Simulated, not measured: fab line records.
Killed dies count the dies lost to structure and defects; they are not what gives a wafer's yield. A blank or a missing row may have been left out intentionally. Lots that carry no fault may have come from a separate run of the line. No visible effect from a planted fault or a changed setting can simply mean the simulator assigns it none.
Which tool was responsible?	flow nandHarc	15 lots, 45 wafers sampled, at 3 steps of a route of 1159

== WHAT EACH GAUGE READ, for each wafer ==
NHARC_P_STI_OCD_MEAS_43.
lot	measured	on	trenchDepthNm (nm)	trenchFootCdNm (nm)
L936	day 2 14:53	ocd-02	309 304 297	159 158 162
L946	day 5 07:29	ocd-02	299 301 313	159 158 156
L947	day 5 13:55	ocd-02	294 283 305	164 165 161
L948	day 5 19:30	ocd-02	285 286 297	161 156 153
L950	day 6 07:49	ocd-01	297 291 289	159 159 157
L952	day 6 20:55	ocd-02	291 299 292	156 160 166
L953	day 6 21:00	ocd-01	296 304 290	159 160 161
L954	day 7 06:25	ocd-01	298 305 298	165 165 166
L955	day 7 15:05	ocd-01	301 302 299	160 161 161
L956	day 7 20:41	ocd-01	296 280 289	159 165 165
L957	day 8 03:01	ocd-02	291 296 292	162 162 159
L958	day 8 03:10	ocd-01	299 303 306	163 165 161

== EACH LOT AND THE TOOL THAT RAN IT (in order: tool; ch and the chambers of the sampled wafers; start) ==
lot	NHARC_P_ZERO_WELL_DEVELOP_10	NHARC_P_ZERO_WELL_DESCUM_13
L936	lithoTrack-03 ch 0, day 1 19:00	rieDiel-01 ch 1,2,3, day 1 19:23
L937	lithoTrack-03, day 2 01:00	rieDiel-13 ch 0,2,3, day 2 01:18
L938	lithoTrack-07, day 2 07:00	rieDiel-05 ch 0,2, day 2 07:23
L939	lithoTrack-07, day 2 13:00	rieDiel-01 ch 0,2, day 2 13:23
L946	lithoTrack-02 ch 0, day 4 07:00	rieDiel-01 ch 0,1,2, day 4 07:24
L947	lithoTrack-07 ch 0, day 4 13:00	rieDiel-05 ch 0,2,3, day 4 13:16
L948	lithoTrack-03 ch 0, day 4 19:00	rieDiel-13 ch 0,1,2, day 4 19:19
L950	lithoTrack-07 ch 0, day 5 07:00	rieDiel-01 ch 0,2,3, day 5 07:25
L952	lithoTrack-03 ch 0, day 5 19:00	rieDiel-13 ch 0,1,2, day 5 19:43
L953	lithoTrack-07 ch 0, day 6 01:00	rieDiel-05 ch 0,1,2, day 6 01:25
L954	lithoTrack-07 ch 0, day 6 07:00	rieDiel-13 ch 0,1,3, day 6 07:25
L955	lithoTrack-07 ch 0, day 6 13:00	rieDiel-01 ch 0,1,3, day 6 13:28
L956	lithoTrack-03 ch 0, day 6 19:00	rieDiel-05 ch 0,1, day 6 19:47
L957	lithoTrack-02 ch 0, day 7 01:00	rieDiel-13 ch 2,3, day 7 01:23
L958	lithoTrack-03 ch 0, day 7 07:00	rieDiel-05 ch 1,3, day 7 07:24
- NHARC_P_ZERO_WELL_DEVELOP_10: time 50 s.
- NHARC_P_ZERO_WELL_DESCUM_13: chemistry O2, time 3 s.

== WHAT THE TOOLS THEMSELVES READ (means of the sampled wafers that have a number; where no wafer has one, the mark that the record gives instead) ==
NHARC_P_ZERO_WELL_DEVELOP_10.
lot	tool	chillPlateTempC (C)	developerTempC (C)
L936	lithoTrack-03	22.98	21.95
L937	lithoTrack-03	-	-
L938	lithoTrack-07	-	-
L939	lithoTrack-07	-	-
L946	lithoTrack-02	23.13	21.90
L947	lithoTrack-07	22.92	22.06
L948	lithoTrack-03	23.07	22.00
L950	lithoTrack-07	23.05	22.00
L952	lithoTrack-03	22.84	21.96
L953	lithoTrack-07	23.06	21.95
L954	lithoTrack-07	23.04	22.00
L955	lithoTrack-07	23.17	22.07
L956	lithoTrack-03	23.05	22.06
L957	lithoTrack-02	23.06	22.09
L958	lithoTrack-03	22.86	21.93

NHARC_P_ZERO_WELL_DESCUM_13.
lot	tool	drypumpMotorCurrentA (A)	mfcArSccm (sccm)	o2FlowSccm (sccm)	oesProductAu (a.u.)	rfVppV (V)	showerheadPlenumPTorr (Torr)	throttleValvePct (%)
L936	rieDiel-01	5.7	0.001	200.4	1.007	57.9	1.91	11.312
L937	rieDiel-13	5.5	0.008	200.0	0.997	57.8	1.92	11.314
L938	rieDiel-05	5.6	0.004	199.8	0.989	57.8	1.98	11.302
L939	rieDiel-01	5.5	0.000	200.8	1.001	57.8	1.87	11.303
L946	rieDiel-01	5.6	0.001	200.5	1.005	57.7	1.87	11.310
L947	rieDiel-05	5.8	0.004	200.0	0.988	57.5	1.93	11.304
L948	rieDiel-13	5.2	0.013	200.3	1.006	57.9	1.96	11.318
L950	rieDiel-01	5.6	0.000	199.7	1.000	58.1	1.90	11.313
L952	rieDiel-13	5.2	0.013	199.9	0.999	57.8	1.96	11.309
L953	rieDiel-05	5.7	0.005	200.0	0.995	56.9	1.92	11.311
L954	rieDiel-13	5.4	0.013	200.2	1.005	57.8	1.90	11.319
L955	rieDiel-01	5.4	0.001	199.8	0.999	58.5	1.85	11.305
L956	rieDiel-05	5.4	0.001	199.8	0.993	57.6	1.91	11.314
L957	rieDiel-13	5.6	0.000	200.8	0.992	57.9	1.92	11.310
L958	rieDiel-05	5.7	0.001	199.3	0.998	57.6	1.86	11.307

== THE ANSWER, worked out from the rows above alone ==
Rule: what is usual is taken from the lots themselves. Put in order of their means at a reading, lots are off if they are a third of the lots or fewer, leave a main group of 4 or more, and stand apart from it by a gap of 3 or more times the standard deviation of the main group's means; of several such gaps the widest counts. A main group is skipped when, at the precision printed for the reading in the tables above, its means are all equal. Also off: a lot with no number at a reading for which 4 or more lots have one. The other lots that the step has rows for count as sound. Order of review: gauges by route order, followed by the tools' own readings, for which a lot's mean as printed above is used. At the first step where some lot is off, the reading lying furthest off is the one used; lots without a number count as furthest.
Off: L937, L938, L939 (NHARC_P_ZERO_WELL_DEVELOP_10, chillPlateTempC). Without a number there: L937, L938, L939. Main group: mean 23.02 C, sd 0.097.
A tool fits if, at that step or a process step before it, it ran every lot that is off, and no sound lot after the first of them. None of those tried fits.

== WHAT WAS PUT IN BY THE SIMULATOR ==
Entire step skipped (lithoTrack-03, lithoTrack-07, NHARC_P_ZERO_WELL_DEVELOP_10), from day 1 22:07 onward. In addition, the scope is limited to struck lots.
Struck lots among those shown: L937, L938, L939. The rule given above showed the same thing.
